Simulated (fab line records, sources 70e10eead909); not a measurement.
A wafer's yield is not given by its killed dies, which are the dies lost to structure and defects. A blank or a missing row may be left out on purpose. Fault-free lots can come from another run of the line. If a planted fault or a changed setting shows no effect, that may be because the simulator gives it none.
Matching of chambers :: flow nand-harc :: cmp-02 running NHARC_THIN_TSV_CMP_01: 4 sister chambers
The step polishes. 4 wafers are shown with their chamber, then 9 later ones without.

## WAFERS PAIRED WITH THEIR CHAMBERS
wafer: L652.6
chamber: 1
motor-current-A (A): 12.8

wafer: L655.2
chamber: 3
motor-current-A (A): 13.5

wafer: L655.3
chamber: 0
motor-current-A (A): 12.1

wafer: L655.4
chamber: 2
motor-current-A (A): 12.5

## WAFERS MISSING THEIR CHAMBER
wafer: L664.2
motor-current-A (A): 12.8

wafer: L664.3
motor-current-A (A): 12.3

wafer: L664.4
motor-current-A (A): 12.1

wafer: L670.1
motor-current-A (A): 12.2

wafer: L670.2
motor-current-A (A): 13.4

wafer: L670.5
motor-current-A (A): 12.5

wafer: L671.3
motor-current-A (A): 12.3

wafer: L671.5
motor-current-A (A): 12.1

wafer: L671.6
motor-current-A (A): 12.3

## WHICH CHAMBER EACH ONE RAN IN
wafer: L664.2
from the rows above: 1
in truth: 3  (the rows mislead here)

wafer: L664.3
from the rows above: can't be placed: 2 or 0
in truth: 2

wafer: L664.4
from the rows above: 0
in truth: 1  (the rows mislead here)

wafer: L670.1
from the rows above: can't be placed: 0 or 2
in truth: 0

wafer: L670.2
from the rows above: 3
in truth: 3

wafer: L670.5
from the rows above: 2
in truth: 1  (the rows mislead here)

wafer: L671.3
from the rows above: can't be placed: 2 or 0
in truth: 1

wafer: L671.5
from the rows above: 0
in truth: 0

wafer: L671.6
from the rows above: can't be placed: 2 or 0
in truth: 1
Correct placement for 2 of the 9. Unplaceable from these rows: 4, with the true chamber sitting among the candidates in 2. 3 placed wrongly.
How it was worked out, from the rows above alone: a wafer's distance from a chamber is the root of the sum, over the readings, of the square of ((its reading less the chamber's mean) divided by the reading's scatter). If the next closest chamber is less than 2 further off than the closest, the wafer can't be placed; otherwise it belongs to the closest. Each chamber's mean is taken over the wafers shown for it. The scatter (one wafer shown for each chamber): square how far every hidden wafer sits from the nearest shown wafer, average those squares and take the square root.
